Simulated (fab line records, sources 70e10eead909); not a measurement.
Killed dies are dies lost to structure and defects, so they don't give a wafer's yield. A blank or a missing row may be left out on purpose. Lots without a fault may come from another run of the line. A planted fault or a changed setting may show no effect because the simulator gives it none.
Chamber matching | flow nand_harc | NHARC_P_M2_DEP_33 on pecvd-03: 3 sister chambers
The step deposits SiCN, target thk 30 nm. 22 wafers are shown with their chamber, then 11 later ones without.

WAFERS WITH THEIR CHAMBER
wafer  | chamber | showerhead_vpp_V (V) | heater_power_w (W)
L074.4 | 2       | 1374                 | 714
L074.5 | 0       | 1455                 | 505
L074.6 | 1       | 1334                 | 611
L075.3 | 0       | 1444                 | 475
L075.4 | 1       | 1371                 | 580
L075.6 | 1       | 1330                 | 585
L079.2 | 1       | 1328                 | 569
L079.4 | 1       | 1334                 | 573
L079.5 | 0       | 1425                 | 472
L082.3 | 1       | 1365                 | 518
L082.4 | 1       | 1343                 | 515
L082.5 | 2       | 1370                 | 668
L083.3 | 1       | 1317                 | 541
L083.4 | 2       | 1366                 | 749
L083.6 | 1       | 1347                 | 534
L087.3 | 1       | 1347                 | 492
L087.5 | 0       | 1448                 | 424
L087.6 | 2       | 1356                 | 735
L088.3 | 1       | 1337                 | 507
L088.4 | 0       | 1449                 | 544
L088.5 | 1       | 1342                 | 525
L090.3 | 1       | 1362                 | 522

SIGNATURES (means of the wafers above)
reading          | chamber 0 | chamber 1 | chamber 2 | scatter within a chamber
showerhead_vpp_V | 1444.20   | 1342.85   | 1366.50   | 13.8
heater_power_w   | 484.00    | 544.00    | 716.50    | 37.8
Rule: a wafer's distance from a chamber is the root of the sum, over the readings, of the square of ((its reading less the chamber's mean) divided by the reading's scatter). The wafer belongs to the nearest chamber; if the next one is less than 2 further off, it can't be placed. The scatter: the root of (the sum of the squares of (reading less its chamber's mean) over the shown wafers, divided by (wafers less chambers)).

WAFERS WITHOUT THEIR CHAMBER
wafer  | showerhead_vpp_V (V) | heater_power_w (W)
L090.4 | 1428                 | 487
L090.6 | 1415                 | 800
L091.1 | 1469                 | 493
L091.2 | 1392                 | 765
L091.4 | 1473                 | 497
L092.1 | 1354                 | 558
L092.3 | 1427                 | 508
L092.5 | 1379                 | 620
L095.1 | 1374                 | 758
L095.4 | 1464                 | 534
L095.6 | 1393                 | 767

WHICH CHAMBER EACH WENT THROUGH
wafer  | from the rows above     | in truth
L090.4 | 0                       | 0
L090.6 | 2                       | 2
L091.1 | 0                       | 0
L091.2 | 2                       | 2
L091.4 | 0                       | 0
L092.1 | 1                       | 1
L092.3 | 0                       | 0
L092.5 | can't be placed: 2 or 1 | 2
L095.1 | 2                       | 2
L095.4 | 0                       | 0
L095.6 | 2                       | 2
Placed correctly: 10 of 11. Can't be placed from these rows: 1 (the true chamber is among the candidates in 1). Placed wrongly: 0.
